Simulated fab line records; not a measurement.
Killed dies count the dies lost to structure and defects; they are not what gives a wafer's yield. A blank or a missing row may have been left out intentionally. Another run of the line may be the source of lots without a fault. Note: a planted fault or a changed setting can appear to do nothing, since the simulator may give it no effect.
Check of tool commonality    flow nand harc    42 wafers sampled across 14 lots

== WHY IT WAS OPENED ==
At NHARC_A_ONON_D2_THK_MEAS_18 the reading thk nm is flagged on 2 of 14 lots. Fault-free wafers read 1002 nm, with a standard deviation of 10.
Rule: flag the lot when none of its wafers has a number, or when each of its wafers that has one lies beyond 4 standard deviations from that mean. The rest of the lots are taken to be sound.

lot   measured      on             thk nm (nm), wafer by wafer  flag
L147  day 13 10:42  film metro-02  1015 1013 1015               
L149  day 14 03:05  film metro-02  994 994 995                  
L150  day 14 23:01  film metro-02  1015 1015 1014               
L151  day 15 13:59  film metro-02  982 981 982                  
L152  day 15 23:22  film metro-01  997 998 999                  
L153  day 16 10:16  film metro-02  1004 1004 1005               
L156  day 17 15:05  film metro-02  1025 1024 1024               
L157  day 17 15:05  film metro-01  1000 999 1000                
L158  day 18 21:53  film metro-02  631 634 633                  FLAGGED
L159  day 19 07:35  film metro-02  628 629 630                  FLAGGED
L165  day 21 08:22  film metro-01  994 991 993                  
L166  day 21 17:31  film metro-01  1002 1000 1000               
L167  day 22 00:13  film metro-01  1012 1013 1011               
L168  day 22 00:13  film metro-01  990 994 992                  
The mean of the flagged lots' numbers is 631 nm, -371 nm from the usual (-37 standard deviations).

== WHICH TOOL EACH LOT WENT THROUGH ==
The record holds 1 process step before the reading, out of a route of 1302 steps. Every cell lists first the tool, next ch and the chambers used by the sampled wafers, and last the start.
lot   flag     NHARC_A_ONON_D2_DEP_16
L147           pecvd onon-04 ch 0, day 13 10:11
L149           pecvd onon-03 ch 0, day 14 02:37
L150           pecvd onon-04 ch 0, day 14 22:30
L151           pecvd onon-04 ch 0, day 15 13:29
L152           pecvd onon-04 ch 0, day 15 22:55
L153           pecvd onon-04 ch 0, day 16 09:52
L156           pecvd onon-04 ch 0, day 17 14:34
L157           pecvd onon-03 ch 0, day 17 14:38
L158  FLAGGED  pecvd onon-04 ch 0, day 18 21:29
L159  FLAGGED  pecvd onon-04 ch 0, day 19 07:05
L165           pecvd onon-01 ch 0, day 21 07:51
L166           pecvd onon-01 ch 0, day 21 17:04
L167           pecvd onon-01 ch 0, day 21 23:46
L168           pecvd onon-03 ch 0, day 21 23:45
These steps, and what they do:
- NHARC_A_ONON_D2_DEP_16: target thk 1000 nm.
- NHARC_A_ONON_D2_THK_MEAS_18: measures by ellipsometry.

== FLAGGED OVER TOTAL, TOOL BY TOOL (the gauges that took the reading come last) ==
step                         tool           lots run  flagged  share of the flagged lots  sound lots run after its first flagged lot
NHARC_A_ONON_D2_DEP_16       pecvd onon-01  3         0        none                       -
NHARC_A_ONON_D2_DEP_16       pecvd onon-03  3         0        none                       -
NHARC_A_ONON_D2_DEP_16       pecvd onon-04  8         2        all                        0
NHARC_A_ONON_D2_THK_MEAS_18  film metro-01  6         0        none                       -
NHARC_A_ONON_D2_THK_MEAS_18  film metro-02  8         2        all                        0

== WHAT THE TABLE PERMITS ==
Table rows that saw every flagged lot: 2, namely pecvd onon-04 at NHARC_A_ONON_D2_DEP_16 and film metro-02 at NHARC_A_ONON_D2_THK_MEAS_18.
- pecvd onon-04 at NHARC_A_ONON_D2_DEP_16 ran 8 lots, 2 of them flagged. It ran its last sound lot, L156, at day 17 14:34 and its first flagged lot, L158, at day 18 21:29: a fault with its onset between the two fits.
- film metro-02 at NHARC_A_ONON_D2_THK_MEAS_18 ran 8 lots, 2 of them flagged. It ran its last sound lot, L156, at day 17 15:05 and its first flagged lot, L158, at day 18 21:53: a fault with its onset between the two fits.
Because each of these 2 tools fits a fault that began at some hour, counting lots does not separate them. More lots, or a look at what each step does to the wafer, might.

== WHAT WAS PUT IN BY THE SIMULATOR ==
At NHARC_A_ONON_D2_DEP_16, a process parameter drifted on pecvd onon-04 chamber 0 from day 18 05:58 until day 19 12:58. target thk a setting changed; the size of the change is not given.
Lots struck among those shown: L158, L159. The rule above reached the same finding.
